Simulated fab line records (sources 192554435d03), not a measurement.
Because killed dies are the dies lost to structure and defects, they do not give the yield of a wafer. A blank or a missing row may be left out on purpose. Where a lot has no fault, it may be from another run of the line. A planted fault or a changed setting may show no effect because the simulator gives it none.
fab line records ; flow n5-finfet
record lots=6; wafers=18; last-day=18
route steps=1938 shown BEOL_M12@1604
lots untouched by any fault: they come from a run of this same line in which no faults occurred
start-h: the number of hours between the record's first day and the start of the first shown wafer of the lot ; wait-h: time in hours since the lot's previous step ; " identical to the entry in the row above ; L1.1+2: a single row standing in for several wafers ; - no value present, or no start provided ; * or withheld: withheld ; < > ~ a bound
route shown NAME@n: names a module that has steps shown in the file, with the first one's number in the route ; usual: mean/standard deviation of fault-free wafers ; same: alike in all rows ; chamber/n: place in a boat ; sites: each site's reading ; _std_site: the standard deviation of these ; _edge_site: mean of outer sites minus mean of inner sites ; radius-mm: for every site, how far away it sits from the centre of the wafer ; mask NAME#n: copy n ; behind: the last tool/chamber to shape the wafer ; hold: reason for holding the lot/hours on hold/outcome of the hold ; device: the n, p or np transistor that did not switch ; end of line: tests of these same wafers at the route's end ; step lacking rows: just its recipe ; killed: at the first sort, the dies lost to defects and structure; wafer yield is something else ; map: shows each die of a wafer: x if killed, . if not, _ if none is there
set.NAME: the run value of the setting; set.NAME@STEP: its run value at that earlier step ; model.NAME: the simulator's own value behind a step, which no gauge read
lots at some steps of the route; a table a step, a row a wafer
services: the hour from which a tool's chamber was out of use, counted from the record's first day as start-h (under 0 if before that day), plus the number of hours and why
## steps
# step N5_BEOL_M12_COAT_58
# recipe resist=BARC; temp-c=205; time-s=60; spin-rpm=1500; resist-thk-nm=89
# step N5_BEOL_M12_COAT_04
# recipe spin-rpm=1625; resist-thk-nm=400
# step N5_BEOL_M12_EBR_06
# recipe solvent=PGMEA; ebr-width-mm=1.5
# step N5_BEOL_M12_SOFTBAKE_05
# recipe temp-c=130; time-s=60
# step N5_BEOL_M12_EXPOSE_07
# recipe mask-id=V11; na=0.93; source-shape=conventional; sigma-outer=0.6; polarization=unpolarized; attpsm-phase-deg=180; dose-mj=32.5
# step N5_BEOL_M12_PEB_08
# recipe peb-temp-c=130; peb-time-s=90
# step N5_BEOL_M12_DEVELOP_09
# recipe develop-time-s=45; rinse-liquid=diw; dry=air-spin; dev-temp-c=21
# step N5_BEOL_M12_HARDBAKE_14
# recipe temp-c=130; time-s=120
# step N5_BEOL_M12_CD_MEAS_10
# recipe target-cd-nm=140; landing-energy-ev=500; detector=se-inlens; polarity=opening
# usual cd-nm=140.9/1.7
lot.wafer;tool;chamber;start-h;wait-h;cd-nm
L764.4;cd-sem-03;0;292.95;-;142.6
L764.5;cd-sem-03;0;292.95;-;143.4
L764.6;cd-sem-03;0;292.95;-;142.4
L767.1;cd-sem-02;0;303.58;-;141.2
L767.2;cd-sem-02;0;303.58;-;140.2
L767.5;cd-sem-02;0;303.58;-;138.3
L768.2;cd-sem-01;0;306.95;-;141.1
L768.3;cd-sem-01;0;306.95;-;143.5
L768.5;cd-sem-01;0;306.95;-;141.7
L774.1;cd-sem-02;0;354.36;-;138.8
L774.3;cd-sem-02;0;354.36;-;137.2
L774.5;cd-sem-02;0;354.36;-;138.2
L777.1;cd-sem-02;0;354.52;-;141.4
L777.3;cd-sem-02;0;354.52;-;140.9
L777.6;cd-sem-02;0;354.52;-;139.0
L776.3;cd-sem-03;0;389.70;-;141.9
L776.4;cd-sem-03;0;389.70;-;141.8
L776.6;cd-sem-03;0;389.70;-;141.7
# step N5_BEOL_M12_OVL_MEAS_11
# recipe points-per-wafer=44
# usual V11_OVL=0/7.2
lot.wafer;tool;chamber;start-h;wait-h;V11_OVL[nm]
L764.4;overlay-01;0;292.97;0.0;-10
L764.5;overlay-01;0;292.97;0.0;-1
L764.6;overlay-01;0;292.97;0.0;-12
L767.1;overlay-02;0;303.61;0.0;-1
L767.2;overlay-02;0;303.61;0.0;-6
L767.5;overlay-02;0;303.61;0.0;10
L768.2;overlay-02;0;306.98;0.0;4
L768.3;overlay-02;0;306.98;0.0;-5
L768.5;overlay-02;0;306.98;0.0;-9
L774.1;overlay-02;0;354.39;0.0;3
L774.3;overlay-02;0;354.39;0.0;-1
L774.5;overlay-02;0;354.39;0.0;4
L777.1;overlay-02;0;354.55;0.0;0
L777.3;overlay-02;0;354.55;0.0;-1
L777.6;overlay-02;0;354.55;0.0;-8
L776.3;overlay-02;0;389.73;0.0;6
L776.4;overlay-02;0;389.73;0.0;-5
L776.6;overlay-02;0;389.73;0.0;-1
# step N5_BEOL_M12_INSPECT_12
# recipe mode=adi; inspect-instrument=macro
# usual raw-defect-count=2.2/1.6
lot.wafer;tool;chamber;start-h;wait-h;raw-defect-count
L764.4;defect-inspect-02;-;293.00;0.0;3
L764.5;defect-inspect-02;-;293.00;0.0;1
L764.6;defect-inspect-02;-;293.00;0.0;4
L767.1;defect-inspect-01;-;303.64;0.0;5
L767.2;defect-inspect-01;-;303.64;0.0;1
L767.5;defect-inspect-01;-;303.64;0.0;1
L768.2;defect-inspect-01;-;307.00;0.0;2
L768.3;defect-inspect-01;-;307.00;0.0;4
L768.5;defect-inspect-01;-;307.00;0.0;2
L774.1;defect-inspect-02;-;354.41;0.0;1
L774.3;defect-inspect-02;-;354.41;0.0;2
L774.5;defect-inspect-02;-;354.41;0.0;5
L777.1;defect-inspect-02;-;354.57;0.0;4
L777.3;defect-inspect-02;-;354.57;0.0;0
L777.6;defect-inspect-02;-;354.57;0.0;1
L776.3;defect-inspect-01;-;389.75;0.0;1
L776.4;defect-inspect-01;-;389.75;0.0;1
L776.6;defect-inspect-01;-;389.75;0.0;1
# step N5_BEOL_M12_DESCUM_15
# recipe chemistry=O2; time-s=7.9; source-power-w=50; bias-power-w=20; pressure-mtorr=20; rf-frequency-hz=2.712e+07; temp-c=40; o2-flow-sccm=225
# usual drypump-motor-current-A=5.7/0.48; oes-product-au=0.77/0.056; rf-vpp-V=242.8/1.4; showerhead-plenum-p-Torr=2.07/0.079; throttle-valve-pct=20.40/0.12
lot.wafer;tool;chamber;start-h;wait-h;drypump-motor-current-A;oes-product-au;rf-hours-counter-h;rf-vpp-V;showerhead-plenum-p-Torr;throttle-valve-pct
L764.4;rie-diel-04;2;293.49;0.5;4.7;0.84;-;243.5;2.11;20.21
L764.5;rie-diel-04;3;293.49;0.5;5.5;0.81;-;245.1;2.12;20.43
L764.6;rie-diel-04;0;293.49;0.5;6.1;0.82;-;243.2;2.01;20.26
L767.1;rie-diel-04;0;303.73;0.1;6.1;0.81;83;241.8;2.01;20.25
L767.2;rie-diel-04;3;303.73;0.1;5.5;0.81;88;243.7;2.12;20.44
L767.5;rie-diel-04;2;303.73;0.1;4.7;0.83;-;243.0;2.11;20.20
L768.2;rie-diel-04;0;307.81;0.8;6.1;0.82;84;241.6;2.01;20.26
L768.3;rie-diel-04;1;307.81;0.8;5.4;0.73;180;241.6;2.00;20.54
L768.5;rie-diel-04;1;307.81;0.8;5.4;0.72;-;243.1;2.00;20.54
L774.1;rie-diel-04;3;354.66;0.2;5.5;0.78;105;243.2;2.11;20.45
L774.3;rie-diel-04;1;354.66;0.2;5.4;0.71;194;242.4;1.99;20.55
L774.5;rie-diel-04;3;354.66;0.2;5.5;0.78;-;243.9;2.11;20.47
L777.1;rie-diel-01;1;355.05;0.5;5.0;0.82;59;244.3;2.23;20.54
L777.3;rie-diel-01;3;355.05;0.5;6.1;0.72;172;242.7;2.00;20.47
L777.6;rie-diel-01;1;355.05;0.5;5.0;0.82;-;244.6;2.23;20.54
L776.3;rie-diel-01;1;389.78;0.0;5.1;0.81;72;244.9;2.23;20.55
L776.4;rie-diel-01;2;389.78;0.0;5.7;0.72;193;242.9;2.09;20.53
L776.6;rie-diel-01;0;389.78;0.0;6.2;0.75;-;241.7;2.00;20.44
# step N5_BEOL_M12_ETCH_59
# recipe chemistry=N2/H2; target=BARC; target-depth-a=890; overetch-a=267; time-s=67.9; ion-energy-ev=200; pressure-mtorr=30; source-w=840; bias-w=150; n2-flow-sccm=200; h2-flow-sccm=200
# usual bias-w=149.9/0.44; chamber-pressure-mTorr=30.002/0.026; drypump-motor-current-A=5.7/0.48; oes-product-au=0.66/0.045; rf-vpp-V=523.0/2.5; showerhead-plenum-p-Torr=2.51/0.085; throttle-valve-pct=17.87/0.2
lot.wafer;tool;chamber;start-h;wait-h;bias-w;chamber-pressure-mTorr;drypump-motor-current-A;oes-product-au;rf-hours-counter-h;rf-vpp-V;showerhead-plenum-p-Torr;throttle-valve-pct;model.coat_of_BEOL_M12_COAT_04.thk-nm
L764.4;rie-diel-04;2;293.54;0.0;149.8;29.977;4.7;0.71;-;524.7;2.57;17.65;319.6
L764.5;rie-diel-04;3;293.54;0.0;150.0;29.992;5.5;0.69;-;525.0;2.55;17.69;318.4
L764.6;rie-diel-04;0;293.54;0.0;150.4;30.058;6.1;0.69;-;522.3;2.46;17.76;317.6
L767.1;rie-diel-04;0;303.77;0.0;-;-;-;-;-;-;-;-;383.4
L767.2;rie-diel-04;3;303.77;0.0;-;-;-;-;-;-;-;-;384.2
L767.5;rie-diel-04;2;303.77;0.0;-;-;-;-;-;-;-;-;383.6
L768.2;rie-diel-04;0;307.85;0.0;-;-;-;-;-;-;-;-;381.4
L768.3;rie-diel-04;1;307.85;0.0;-;-;-;-;-;-;-;-;381.4
L768.5;rie-diel-04;1;307.85;0.0;-;-;-;-;-;-;-;-;380.6
L774.1;rie-diel-04;3;354.70;0.0;149.6;30.014;5.5;0.67;105;525.4;2.54;17.74;320
L774.3;rie-diel-04;1;354.70;0.0;150.0;29.977;5.4;0.62;194;519.4;2.44;18.24;318.8
L774.5;rie-diel-04;3;354.70;0.0;149.5;30.032;5.5;0.67;-;524.4;2.54;17.75;318.2
L777.1;rie-diel-01;1;355.08;0.0;149.8;29.982;5.0;0.71;59;527.2;2.68;17.75;317.6
L777.3;rie-diel-01;3;355.08;0.0;149.6;30.001;6.2;0.62;172;520.4;2.43;17.88;318.6
L777.6;rie-diel-01;1;355.08;0.0;149.6;29.980;5.0;0.70;-;525.6;2.68;17.77;316.6
L776.3;rie-diel-01;1;389.82;0.0;150.7;30.020;5.0;0.70;72;528.1;2.67;17.77;316.8
L776.4;rie-diel-01;2;389.82;0.0;150.5;30.005;5.7;0.61;193;522.5;2.54;18.12;319.2
L776.6;rie-diel-01;0;389.82;0.0;149.8;29.985;6.2;0.64;-;520.6;2.43;17.84;316.4
# step N5_BEOL_M12_VIA_ETCH_16
# recipe chemistry=C4F8/O2/Ar; target=SiOC; pressure-mtorr=30; source-w=3000; bias-w=700; Ar_flow_sccm=400; C4F8_flow_sccm=15; O2_flow_sccm=8; he-inner-torr=15; he-outer-torr=30; target-depth-a=7248; time-s=withheld; ion-energy-ev=250; ends=cleared
# usual C4F8_flow_sccm=15.01/0.042; O2_flow_sccm=8.002/0.023; drypump-motor-current-A=5.7/0.48; oes-product-au=0.69/0.05; rf-vpp-V=665/3; showerhead-plenum-p-Torr=3.39/0.11; throttle-valve-pct=24.24/0.16
lot.wafer;tool;chamber;start-h;wait-h;C4F8_flow_sccm;O2_flow_sccm;drypump-motor-current-A;oes-product-au;rf-vpp-V;showerhead-plenum-p-Torr;throttle-valve-pct;model.coat_of_BEOL_M12_COAT_04.thk-nm
L764.4;rie-diel-04;2;293.65;0.1;15.03;7.978;4.8;0.75;666;3.44;23.96;125.8
L764.5;rie-diel-04;3;293.65;0.1;15.07;8.016;5.5;0.72;667;3.48;24.37;121.8
L764.6;rie-diel-04;0;293.65;0.1;15.01;8.011;6.1;0.74;662;3.34;24.29;121.2
L767.1;rie-diel-04;0;303.82;0.0;15.03;7.978;6.1;0.73;662;3.34;24.29;190.4
L767.2;rie-diel-04;3;303.82;0.0;15.03;8.010;5.5;0.72;667;3.48;24.36;196
L767.5;rie-diel-04;2;303.82;0.0;15.03;7.996;4.7;0.74;668;3.44;23.95;189.6
L768.2;rie-diel-04;0;307.90;0.0;15.04;7.943;6.1;0.75;663;3.34;24.29;188.6
L768.3;rie-diel-04;1;307.90;0.0;14.96;7.985;5.4;0.65;661;3.26;24.23;185.4
L768.5;rie-diel-04;1;307.90;0.0;14.99;7.986;5.4;0.66;661;3.26;24.21;183.6
L774.1;rie-diel-04;3;354.75;0.0;15.03;7.983;5.5;0.70;666;3.47;24.40;125.6
L774.3;rie-diel-04;1;354.75;0.0;15.01;7.992;5.4;0.64;662;3.26;24.25;126.8
L774.5;rie-diel-04;3;354.75;0.0;15.00;7.980;5.5;0.71;668;3.47;24.39;121.8
L777.1;rie-diel-01;1;355.13;0.0;15.02;7.970;5.1;0.74;668;3.60;24.19;120.6
L777.3;rie-diel-01;3;355.13;0.0;14.99;8.024;6.2;0.66;661;3.29;24.22;121.8
L777.6;rie-diel-01;1;355.13;0.0;14.93;7.964;5.0;0.74;671;3.60;24.20;117
L776.3;rie-diel-01;1;389.87;0.0;14.94;7.972;5.1;0.73;670;3.59;24.21;121.8
L776.4;rie-diel-01;2;389.87;0.0;15.05;7.990;5.7;0.65;665;3.40;24.25;121
L776.6;rie-diel-01;0;389.87;0.0;15.01;7.953;6.2;0.68;662;3.29;24.30;117
# step N5_BEOL_M12_STRIP_63
# recipe chemistry=N2/H2; power-w=1000; temp-c=250; h2-frac=0.65; overash-fraction=0.3; pressure-mtorr=1000; n2-flow-sccm=1750; h2-flow-sccm=3250
# usual drypump-motor-current-A=5.5/0.52; heater-power-w=361/30; oes-product-au=0.693/0.0042; strip-time-to-endpoint-s=42.4/0.89
lot.wafer;tool;chamber;start-h;wait-h;drypump-motor-current-A;heater-power-w;oes-product-au;rf-hours-counter-h;strip-time-to-endpoint-s
L764.4;plasma-asher-02;0;293.78;-;5.1;407;0.689;-;43.2
L764.5;plasma-asher-02;0;293.78;-;5.1;392;0.687;-;42.1
L764.6;plasma-asher-02;1;293.78;-;5.9;360;0.695;-;42.0
L767.1;plasma-asher-01;0;304.02;-;6.0;325;0.759;79;60.2
L767.2;plasma-asher-01;1;304.02;-;4.7;331;0.767;79;61.6
L767.5;plasma-asher-01;0;304.02;-;6.0;324;0.744;-;60.0
L768.2;plasma-asher-02;0;308.10;-;5.1;397;0.745;134;59.7
L768.3;plasma-asher-02;0;308.10;-;5.1;394;0.742;-;58.9
L768.5;plasma-asher-02;0;308.10;-;5.1;397;0.736;-;58.4
L774.1;plasma-asher-01;1;354.95;-;4.7;336;0.688;90;43.2
L774.3;plasma-asher-01;1;354.95;-;4.7;345;0.688;-;43.5
L774.5;plasma-asher-01;0;354.95;-;6.0;319;0.692;-;42.2
L777.1;plasma-asher-02;0;355.33;-;5.1;400;0.696;142;41.8
L777.3;plasma-asher-02;1;355.33;-;5.9;362;0.700;-;42.2
L777.6;plasma-asher-02;1;355.33;-;5.9;364;0.688;-;40.8
L776.3;plasma-asher-02;0;390.09;-;5.1;395;0.689;-;42.2
L776.4;plasma-asher-02;1;390.09;-;5.9;359;0.691;-;42.0
L776.6;plasma-asher-02;1;390.09;-;6.0;345;0.686;-;40.8
# step N5_BEOL_M12_STRIP_64
# recipe chemistry=N2/H2; power-w=1000; temp-c=250; h2-frac=0.65; overash-fraction=0.3; pressure-mtorr=withheld; n2-flow-sccm=1750; h2-flow-sccm=3250
# usual drypump-motor-current-A=5.4/0.51; heater-power-w=361/30; oes-product-au=0.715/0.0043; strip-time-to-endpoint-s=31.34/0.081
lot.wafer;tool;chamber;start-h;wait-h;drypump-motor-current-A;heater-power-w;oes-product-au;rf-hours-counter-h;strip-time-to-endpoint-s
L764.4;plasma-asher-02;0;293.84;0.0;5.1;406;0.714;-;31.35
L764.5;plasma-asher-02;0;293.84;0.0;5.1;389;0.715;-;31.30
L764.6;plasma-asher-02;1;293.84;0.0;5.9;361;0.718;-;31.36
L767.1;plasma-asher-01;0;304.08;0.0;6.0;312;0.715;79;31.37
L767.2;plasma-asher-01;1;304.08;0.0;4.7;335;0.712;79;31.31
L767.5;plasma-asher-01;0;304.08;0.0;6.0;320;0.719;-;31.42
L768.2;plasma-asher-02;0;308.16;0.0;5.1;396;0.726;134;31.21
L768.3;plasma-asher-02;0;308.16;0.0;5.1;395;0.714;-;31.22
L768.5;plasma-asher-02;0;308.16;0.0;5.1;410;0.712;-;31.22
L774.1;plasma-asher-01;1;355.01;0.0;4.7;340;0.722;90;31.45
L774.3;plasma-asher-01;1;355.01;0.0;4.7;341;0.714;-;31.22
L774.5;plasma-asher-01;0;355.01;0.0;6.0;313;0.718;-;31.36
L777.1;plasma-asher-02;0;355.39;0.0;5.1;407;0.717;142;31.35
L777.3;plasma-asher-02;1;355.39;0.0;5.9;360;0.718;-;31.38
L777.6;plasma-asher-02;1;355.39;0.0;5.9;357;0.717;-;31.39
L776.3;plasma-asher-02;0;390.15;0.0;5.1;400;0.711;-;31.29
L776.4;plasma-asher-02;1;390.15;0.0;5.9;357;0.719;-;31.25
L776.6;plasma-asher-02;1;390.15;0.0;5.9;362;0.716;-;31.11
## services
tool;chamber;start-h;hours;kind
rie-diel-04;1;279.28;15.5;repair
plasma-asher-02;-;285.58;2.8;pm
rie-diel-01;3;303.58;4.3;repair
rie-diel-04;1;320.36;8.2;repair
plasma-asher-02;-;325.39;0.6;repair
rie-diel-04;-;354.93;2.8;pm
## key
first-sign step=N5_BEOL_M12_ETCH_59; reading=tool-record; direction=missing
effect step=N5_BEOL_M12_STRIP_63; reading=strip-time-to-endpoint-s; direction=up; sigmas=20; usual=*; struck=*
model-effect step=N5_BEOL_M12_ETCH_59; value=coat_of_BEOL_M12_COAT_04.thk-nm; without=318.4; struck=382.4
model-effect step=N5_BEOL_M12_VIA_ETCH_16; value=coat_of_BEOL_M12_COAT_04.thk-nm; without=124.9; struck=188.9
met-at N5_BEOL_M12_ETCH_59
struck-wafers L767.1,L767.2,L767.5,L768.2,L768.3,L768.5
onset-between 293.54 303.77
fault kind=skipped-step-whole; tool=rie-diel-04; chamber=-; onset-h=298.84; steps=N5_BEOL_M12_ETCH_59; scope=struck-lots-only
